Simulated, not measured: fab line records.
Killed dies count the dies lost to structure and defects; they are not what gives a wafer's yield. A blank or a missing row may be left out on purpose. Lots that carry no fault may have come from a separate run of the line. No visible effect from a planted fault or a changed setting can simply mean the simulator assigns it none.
Which tool did it?    flow nand-harc    12 lots, 36 wafers sampled, at 1 step of a route of 1302

== WHAT THE GAUGES SHOWED, per wafer ==
NHARC_P_CONTACT_OVL_MEAS_13.
lot   measured      on          overlay-x-nm (nm)
L076  day 7 01:56   overlay-01  0.2 0.3 0.0
L074  day 7 09:05   overlay-01  -0.6 -0.6 -1.1
L079  day 7 22:02   overlay-02  -1.2 -1.1 -1.1
L081  day 8 19:32   overlay-02  0.6 1.3 1.1
L083  day 9 14:21   overlay-02  -0.8 -1.1 -1.0
L084  day 10 13:47  overlay-02  -1.3 -1.5 -1.8
L087  day 12 03:43  overlay-02  -1.0 -0.6 -0.8
L089  day 12 17:34  overlay-01  0.4 0.7 0.5
L091  day 13 01:29  overlay-01  -1.0 -0.5 -1.1
L092  day 13 15:41  overlay-02  0.9 0.8 0.3
L095  day 14 18:46  overlay-02  -0.1 0.8 -0.2
L097  day 15 10:31  overlay-02  -0.7 -0.5 -0.8

== TOOL THAT RAN EACH LOT (tool first, then ch and the chambers of the sampled wafers, then the start) ==
The record holds no process step before these readings.

== THE ANSWER, worked out from the rows above alone ==
Rule: the lots themselves supply what counts as usual. Put in order of their means at a reading, lots are off if they are a third of the lots or fewer, leave a main group of 4 or more, and stand apart from it by a gap of 3 or more times the standard deviation of the main group's means; of several such gaps the widest counts. The tables above print the reading to a certain number of digits; a main group whose means all agree to those digits is not used. Also off: a lot with no number at a reading for which 4 or more lots have one. Any other lot the step has rows for is counted as sound.
No lot is off at any reading shown: from this, nothing can be told.

== WHAT THE SIMULATOR HAD PUT IN ==
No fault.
